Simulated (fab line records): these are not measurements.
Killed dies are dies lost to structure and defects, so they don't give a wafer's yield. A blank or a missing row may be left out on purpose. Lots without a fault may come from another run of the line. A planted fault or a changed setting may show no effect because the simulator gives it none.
Struck lot and sound lot, side by side || flow n5 finfet || 16 out of 1938 route steps
Sound: these wafers, L270.2, L270.5, L270.6. The struck wafers were L268.1, L268.4, L268.5. At the end, the cause is stated.
Order at every step that has rows: each side's tool, ch and its chambers, its first start. Under that, the readings that differ: sound wafers || struck wafers || difference of the means || sigmas: that difference in standard deviations of wafers without a fault.
alike: same words and numbers on both sides, and readings whose means sit less than 2 such deviations apart. not compared: any withheld reading, any reading some wafer has no value for, any bound like >300 that may hide the same value, and any number with overlapping values for which the record gives no deviation.
A row with sigmas, a row that says differs or no value, or rows on one side alone: a step with any of these is where the two part. When numbers do not overlap yet have no deviation, they are printed without sigmas and do not part them. Lack of a reading on every wafer of one side parts them only where that side has two or more wafers.

first, 1 step without rows for these wafers: N5_BEOL_M0_SAQP_DEVELOP_39 (develop time 30 s).
N5_BEOL_M0_SAQP_CD_MEAS_40 targets a cd of 30 nm.
  sound on cd sem-02 ch 0, day 9 16:40; struck on cd sem-02 ch 0, day 9 03:22
  alike: cd nm
N5_BEOL_M0_SAQP_OVL_MEAS_41:
  sound on overlay-02 ch 0, day 9 16:43; struck on overlay-02 ch 0, day 9 03:23
  alike: M0_CUT1_OVL
N5_BEOL_M0_SAQP_INSPECT_42: inspects for defects (brightfield).
  struck on defect inspect-01, day 9 03:27; sound on defect inspect-01, day 9 16:46
  alike: raw defect count
N5_BEOL_M0_SAQP_DESCUM_45: chemistry O2, time 7 s.
  sound on rie diel-06 ch 0,1,3, day 9 16:47; struck on rie diel-05 ch 0,3, day 9 03:29
  alike: drypump motor current A, oes product au, rf vpp V, showerhead plenum p Torr, throttle valve pct
  not compared: rf hours counter h
N5_BEOL_M0_SAQP_ETCH_88: etches underlayer in N2/H2, target depth 6.5 nm, time 5.2 s.
  sound on rie diel-06 ch 0,1,3, day 9 16:50; struck on rie diel-05 ch 0,3, day 9 03:31
  alike: drypump motor current A, etch rf on time s, oes product au, rf vpp V, showerhead plenum p Torr, throttle valve pct
  not compared: rf hours counter h
then, 1 step without rows for these wafers: N5_BEOL_M0_SAQP_ETCH_73 (etches SiARC in CF4, target depth 19.5 nm, time 32.5 s).
N5_BEOL_M0_SAQP_CUT_ETCH_46: etches SOC in N2/H2, target depth 135 nm, overetch 27 nm, time 202.5 s.
  sound on rie diel-06 ch 0,1,3, day 9 16:53; struck on rie diel-05 ch 0,3, day 9 03:34
  alike: drypump motor current A, rf vpp V, showerhead plenum p Torr, throttle valve pct
  not compared: rf hours counter h
then, 2 steps without rows for these wafers: N5_BEOL_M0_SAQP_STRIP_74 (strips in N2/H2); N5_BEOL_M0_SAQP_STRIP_89 (strips in N2/H2).
N5_BEOL_M0_SAQP_ALD_48: deposits SiO2, target thk 20 nm, pulse time 1 s, co reactant pulse time 1 s.
  sound on ald sin-04 ch 0,2,3, day 9 17:05; struck on ald sin-01 ch 0,3, day 9 03:46
  alike: heater power outer w, heater power w, precursor pulse height rel
N5_BEOL_M0_SAQP_ETCH_49: etches SiO2 in CF4/O2, target depth 37 nm.
  sound on rie diel-01 ch 0,1,2, day 9 17:53; struck on rie diel-05 ch 1,2, day 9 04:17
{"reading": "rf vpp V (V)", "sound": "243 236 237", "struck": "250 249 250", "difference": "+11", "sigmas": "+2"}
  alike: drypump motor current A, oes product au, showerhead plenum p Torr, throttle valve pct
  not compared: rf hours counter h
N5_BEOL_M0_SAQP_STRIP_75: strips in CF4.
  sound on rie diel-01 ch 0,1,2, day 9 17:59; struck on rie diel-05 ch 1,2, day 9 04:23
  no value came back on the struck wafers for any of 8 readings (bias power w (W), cf4 flow sccm (sccm) and others); on the sound wafers bias power w (W) reads 74.52 75.01 74.59
  not compared: rf hours counter h
then, 1 step without rows for these wafers: N5_BEOL_M0_CUTY_COAT_50 (time 60 s, resist thk 15 nm).
-- a jump in the record: the struck wafers' starts before and after are 4 days apart (it breaks off in module BEOL_M0_CUTY and resumes in module BEOL_M4, where the first step shown is number 1111 of the route) --
N5_BEOL_M4_RC_MEAS_101:
  sound on prober-02 ch 0, day 13 01:40; struck on prober-02 ch 0, day 12 23:44
  alike: DIBL_N, DIBL_P, IOFF_N, IOFF_P, ION_N, ION_P, SS_N, SS_P, VT_N, VT_P
-- here the record skips 5 days between the struck wafers' starts before and after, leaving off in module BEOL_M4 and picking up in module PASSIVATION (first step shown: number 1936 of the route) --
N5_PASSIVATION_PROBE_49:
  struck on prober-01, day 17 14:14; sound on prober-02, day 17 08:54
{"reading": "killed at contacts", "sound": "10 7 10", "struck": "33 25 30", "difference": "+20", "sigmas": "+3"}
  alike: defect limited yield, killed_at_M0_to_M3, killed_at_M4_up, killed at front end, killed at other, killed dies, killed open, killed short, sort_bin_5_function, sort_bin_6_memory, sort n pass, sort yield pct

WHERE THEY PART
First at N5_BEOL_M0_SAQP_ETCH_49; last, within this record, at N5_PASSIVATION_PROBE_49.

WHY: whatever the simulator had introduced
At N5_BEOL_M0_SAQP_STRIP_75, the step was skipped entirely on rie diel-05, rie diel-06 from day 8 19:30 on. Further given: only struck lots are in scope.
